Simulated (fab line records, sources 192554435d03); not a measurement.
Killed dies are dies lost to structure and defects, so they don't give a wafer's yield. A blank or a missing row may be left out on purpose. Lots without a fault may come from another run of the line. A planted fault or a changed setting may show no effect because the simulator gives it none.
fab line records | flow n5_finfet | part 2 of 2: steps 26 to 32 of 32
record lots=5 wafers=15 last_day=17
route steps=1938 shown DUMMY_GATE@250 SPACER0@258 SD_EPI_N@262
lots that met no fault: from a run of the same line without faults
start_h: hours from the record's first day to the start of the lot's first wafer shown | wait_h: hours since the lot's step before | " the same as in the row above | L1.1+2: a row that stands for several wafers | - no value, or no start given | * or withheld: withheld | < > ~ a bound
route shown NAME@n: a module of which the file shows steps, and the number in the route of the first | usual: mean/standard deviation of fault-free wafers | same: alike in all rows | chamber/n: place in a boat | sites: the reading at each site | _std_site: their standard deviation | _edge_site: outer sites' mean less inner sites' | radius_mm: how far each site lies from the wafer's centre | mask NAME#n: copy n | behind: the tool/chamber that last shaped the wafer | hold: why the lot was held/for how many hours/how that ended | device: the transistor (n, p or np) that didn't switch | end of line: the same wafers' tests at the end of the route | a step without rows: its recipe alone | killed: dies lost to structure and defects at the first sort, not the wafer's yield | map: a wafer's dies, x killed, . not, _ none there
set.NAME: the setting as run; set.NAME@STEP: as run at that earlier step | model.NAME: the simulator's own value behind a step, which no gauge read
lots at some steps of the route; a table a step, a row a wafer
services: from which hour (start_h, from the record's first day; less than 0 if before it) a tool's chamber was out of use, for how many hours, and why
## steps
# step N5_SD_EPI_N_ETCH_35
# recipe chemistry=N2/H2 target=SOC overetch_a=1080 mask_material=SiARC temp_c=40 ion_energy_ev=100 source_w=3000 bias_w=133 pressure_mtorr=20 time_s=486 n2_flow_sccm=200 h2_flow_sccm=200
# usual drypump_motor_current_A=5.7/0.43 oes_product_au=0.68/0.074 rf_vpp_V=241.1/1.4 showerhead_plenum_p_Torr=2.57/0.08 throttle_valve_pct=23.8/0.32
# columns lot.wafer tool chamber start_h wait_h drypump_motor_current_A oes_product_au rf_hours_counter_h rf_vpp_V showerhead_plenum_p_Torr throttle_valve_pct
L074.1 rie_diel-06 3 48.91 0.0 5.7 0.62 231 242.1 2.62 23.6
L074.2 " 0 " " 5.4 0.65 160 239.5 2.41 23.5
L074.5 " 0 " " 5.3 0.65 - 238.0 2.41 23.5
L080.2 rie_diel-04 1 83.94 0.0 5.4 0.65 199 242.0 2.64 24.4
L080.5 " 3 " " 5.3 0.65 - 241.0 2.51 23.8
L080.6 " 0 " " 5.3 0.63 - 240.7 2.60 24.0
L082.1 rie_diel-05 2 101.43 0.0 5.7 0.72 94 242.1 2.69 24.1
L082.2 " 3 " " 6.1 0.63 204 240.0 2.53 24.2
L082.5 " 3 " " 6.1 0.64 - 239.6 2.53 24.2
L090.2 rie_diel-06 1 144.01 0.0 6.5 0.63 243 242.5 2.59 23.6
L090.4 " 2 " " 6.4 0.90 1 241.0 2.58 23.3
L090.6 " 0 " " 5.3 0.63 - 239.5 2.40 23.6
L091.3 rie_diel-04 2 151.64 0.0 5.9 0.74 98 243.3 2.66 23.5
L091.5 " 3 " " 5.3 0.64 - 240.7 2.50 23.8
L091.6 " 2 " " 5.9 0.74 - 240.4 2.66 23.5
# step N5_SD_EPI_N_STRIP_36
# recipe chemistry=N2/H2 temp_c=40 n2_flow_sccm=200 h2_flow_sccm=200 rf_frequency_hz=6e+07
# columns lot.wafer tool chamber start_h wait_h
L074.1+2+5 rie_diel-06 3,0,0 49.23 0.2
L080.2+5+6 rie_diel-04 1,3,0 84.26 0.2
L082.1+2+5 rie_diel-05 2,3,3 101.75 0.2
L090.2+4+6 rie_diel-06 1,2,0 144.32 0.2
L091.3+5+6 rie_diel-04 2,3,2 151.96 0.2
# step N5_SD_EPI_N_ETCHBACK_44
# recipe chemistry=CH3F/O2 mode=anisotropic_etchback target=SiNx target_depth_a=145 stop_on=SiO2 over_etch_frac=0.3 ion_energy_ev=120 pressure_mtorr=30 source_w=395 bias_w=73 Ar_flow_sccm=150 CH3F_flow_sccm=30 O2_flow_sccm=20
# usual CH3F_flow_sccm=30.01/0.092 drypump_motor_current_A=5.7/0.42 oes_product_au=0.65/0.07 rf_vpp_V=299/13 showerhead_plenum_p_Torr=2.03/0.054 throttle_valve_pct=16.40/0.21
# columns lot.wafer tool chamber start_h wait_h CH3F_flow_sccm drypump_motor_current_A oes_product_au rf_hours_counter_h rf_vpp_V showerhead_plenum_p_Torr throttle_valve_pct
L074.1 rie_diel-06 3 49.24 0.0 29.96 5.7 0.59 231 293 2.05 16.33
L074.2 " 0 " " 29.94 5.3 0.62 160 285 1.94 16.53
L074.5 " 0 " " 30.04 5.3 0.62 - 285 1.94 16.51
L080.2 rie_diel-04 1 84.27 0.0 30.02 5.4 0.63 199 293 2.05 16.33
L080.5 " 3 " " 30.11 5.3 0.62 - 274 1.99 16.57
L080.6 " 0 " " 30.01 5.3 0.61 - 312 2.07 16.73
L082.1 rie_diel-05 2 101.76 0.0 30.14 5.7 0.68 94 307 2.09 16.21
L082.2 " 3 " " 30.01 6.1 0.61 204 299 1.97 16.47
L082.5 " 3 " " 29.97 6.1 0.61 - 298 1.97 16.49
L090.2 rie_diel-06 1 144.33 0.0 29.95 6.5 0.61 243 310 2.06 16.40
L090.4 " 2 " " 30.00 6.4 0.85 1 315 2.03 15.97
L090.6 " 0 " " 30.03 5.3 0.60 - 286 1.93 16.58
L091.3 rie_diel-04 2 151.97 0.0 29.96 5.8 0.71 98 311 2.10 16.37
L091.5 " 3 " " 30.05 5.3 0.61 - 274 1.98 16.62
L091.6 " 2 " " 30.05 5.8 0.70 - 308 2.10 16.36
# step N5_SD_EPI_N_ETCH_45
# recipe chemistry=CH3F/O2 target=SiOCN target_depth_a=60 mask_material=SOC ion_energy_ev=60 bias_w=29 pressure_mtorr=15 source_w=410 Ar_flow_sccm=150 CH3F_flow_sccm=30 O2_flow_sccm=20
# usual CH3F_flow_sccm=30.01/0.084 drypump_motor_current_A=5.7/0.42 oes_product_au=0.76/0.086 rf_vpp_V=127.7/1 showerhead_plenum_p_Torr=2.02/0.054 throttle_valve_pct=23.33/0.2
# columns lot.wafer tool chamber start_h wait_h CH3F_flow_sccm drypump_motor_current_A oes_product_au rf_hours_counter_h rf_vpp_V showerhead_plenum_p_Torr throttle_valve_pct
L074.1 rie_diel-06 3 49.34 0.1 29.84 5.7 0.69 231 126.7 2.04 23.17
L074.2 " 0 " " 29.92 5.4 0.71 160 127.2 1.94 23.48
L074.5 " 0 " " 30.08 5.4 0.71 - 125.7 1.94 23.48
L080.2 rie_diel-04 1 84.37 0.1 29.92 5.4 0.73 199 127.9 2.05 23.19
L080.5 " 3 " " 29.92 5.3 0.73 - 126.6 1.98 23.50
L080.6 " 0 " " 30.06 5.3 0.70 - 129.0 2.07 23.76
L082.1 rie_diel-05 2 101.86 0.1 30.11 5.7 0.81 94 129.2 2.08 23.12
L082.2 " 3 " " 29.81 6.1 0.71 204 126.3 1.97 23.32
L082.5 " 3 " " 30.00 6.1 0.71 - 127.6 1.97 23.31
L090.2 rie_diel-06 1 144.43 0.1 30.09 6.5 0.71 243 126.5 2.05 23.28
L090.4 " 2 " " 29.95 6.4 1.02 1 127.0 2.03 23.03
L090.6 " 0 " " 29.97 5.3 0.69 - 127.2 1.92 23.52
L091.3 rie_diel-04 2 152.07 0.1 30.02 5.8 0.82 98 127.8 2.09 23.34
L091.5 " 3 " " 29.95 5.3 0.72 - 125.8 1.97 23.52
L091.6 " 2 " " 30.13 5.8 0.84 - 128.1 2.09 23.33
# step N5_SD_EPI_N_ETCH_16
# recipe chemistry=CHF3/O2 target=SiO2 target_depth_a=50 mask_material=SOC pressure_mtorr=30 source_w=650 bias_w=170 Ar_flow_sccm=200 CHF3_flow_sccm=50 O2_flow_sccm=5 ion_energy_ev=200
# usual drypump_motor_current_A=5.7/0.42 oes_product_au=0.76/0.086 rf_vpp_V=527/23 showerhead_plenum_p_Torr=2.44/0.062 throttle_valve_pct=18.94/0.2
# columns lot.wafer tool chamber start_h wait_h drypump_motor_current_A oes_product_au rf_hours_counter_h rf_vpp_V showerhead_plenum_p_Torr throttle_valve_pct
L074.1 rie_diel-06 3 49.44 0.1 5.7 0.69 231 513 2.45 18.79
L074.2 " 0 " " 5.3 0.71 160 501 2.35 19.10
L074.5 " 0 " " 5.3 0.72 - 504 2.35 19.11
L080.2 rie_diel-04 1 84.47 0.1 5.4 0.73 199 518 2.46 18.84
L080.5 " 3 " " 5.3 0.73 - 480 2.39 19.11
L080.6 " 0 " " 5.3 0.70 - 548 2.49 19.26
L082.1 rie_diel-05 2 101.96 0.1 5.7 0.81 94 542 2.51 18.75
L082.2 " 3 " " 6.2 0.71 204 524 2.38 18.99
L082.5 " 3 " " 6.1 0.70 - 527 2.38 18.99
L090.2 rie_diel-06 1 144.53 0.1 6.5 0.71 243 547 2.48 18.92
L090.4 " 2 " " 6.4 1.00 1 556 2.45 18.56
L090.6 " 0 " " 5.4 0.68 - 502 2.33 19.15
L091.3 rie_diel-04 2 152.17 0.1 5.9 0.82 98 546 2.52 18.93
L091.5 " 3 " " 5.3 0.71 - 480 2.38 19.13
L091.6 " 2 " " 5.9 0.83 - 546 2.52 18.93
# step N5_SD_EPI_N_STRIP_47
# recipe chemistry=CHF3/O2 resist=SiARC rf_frequency_hz=6e+07
# columns lot.wafer tool chamber start_h wait_h
L074.1+2+5 rie_diel-06 3,0,0 49.48 0.0
L080.2+5+6 rie_diel-04 1,3,0 84.51 0.0
L082.1+2+5 rie_diel-05 2,3,3 102.00 0.0
L090.2+4+6 rie_diel-06 1,2,0 144.57 0.0
L091.3+5+6 rie_diel-04 2,3,2 152.21 0.0
# step N5_SD_EPI_N_SD_RECESS_17
# recipe chemistry=HBr/Cl2/O2 target_depth_a=410 mask_material=SOC time_s=23.7 bt_time_s=3 pressure_mtorr=10 icp_w=800 bias_w=112 HBr_flow_sccm=150 Cl2_flow_sccm=80 O2_flow_sccm=12
# usual drypump_motor_current_A=5.7/0.33 oes_product_au=1.005/0.016 throttle_valve_pct=37.4/0.43
# columns lot.wafer tool chamber start_h wait_h drypump_motor_current_A oes_product_au rf_hours_counter_h throttle_valve_pct
L074.1 rie_si-01 0 49.51 0.0 5.7 1.017 53 36.7
L074.2 " 2 " " 6.0 0.995 24 37.0
L074.5 " 0 " " 5.7 1.019 - 36.7
L080.2 rie_si-03 0 84.54 0.0 5.4 1.021 155 37.0
L080.5 " 1 " " 5.3 1.013 - 37.9
L080.6 " 2 " " 6.3 1.011 - 37.5
L082.1 rie_si-01 1 102.03 0.0 5.7 0.973 155 38.0
L082.2 " 2 " " 5.9 0.987 25 37.0
L082.5 " 3 " " 5.9 1.003 - 36.9
L090.2 rie_si-01 2 144.60 0.0 5.9 0.999 26 37.0
L090.4 " 1 " " 5.7 0.974 156 38.0
L090.6 " 1 " " 5.7 0.964 - 38.0
L091.3 rie_si-03 1 152.24 0.0 5.3 1.010 9 37.9
L091.5 " 1 " " 5.3 1.013 - 37.9
L091.6 " 2 " " 6.2 1.015 - 37.5
## services
# columns tool chamber start_h hours kind
rie_diel-04 2 24.36 1.3 repair
arfi_scanner-03 - 30.56 1.3 pm
ald_sin-02 0 32.51 4.6 repair
rie_diel-04 3 33.53 8.9 repair
arfi_scanner-02 - 34.31 1.3 pm
ald_sin-02 2 34.51 14.3 repair
arfi_scanner-02 - 35.61 1.0 pm
ald_sin-03 - 36.68 0.7 repair
rie_diel-02 1 37.33 11.9 repair
rie_diel-04 3 43.63 2.5 repair
rie_diel-02 - 53.57 1.2 repair
ald_sin-02 - 53.80 2.8 pm
rie_diel-06 3 59.63 11.1 repair
rie_diel-04 1 64.66 7.4 repair
ald_sin-03 - 77.00 0.6 repair
arfi_scanner-03 - 79.07 6.0 repair
rie_diel-06 0 80.80 5.8 repair
ald_sin-02 - 93.19 0.3 repair
wet_bench-01 - 99.38 1.9 pm
rie_diel-05 1 102.88 4.1 repair
arfi_scanner-03 - 103.84 1.0 pm
rie_diel-02 2 114.71 9.7 repair
wet_bench-01 - 130.96 13.5 repair
arfi_scanner-03 - 148.83 0.8 pm
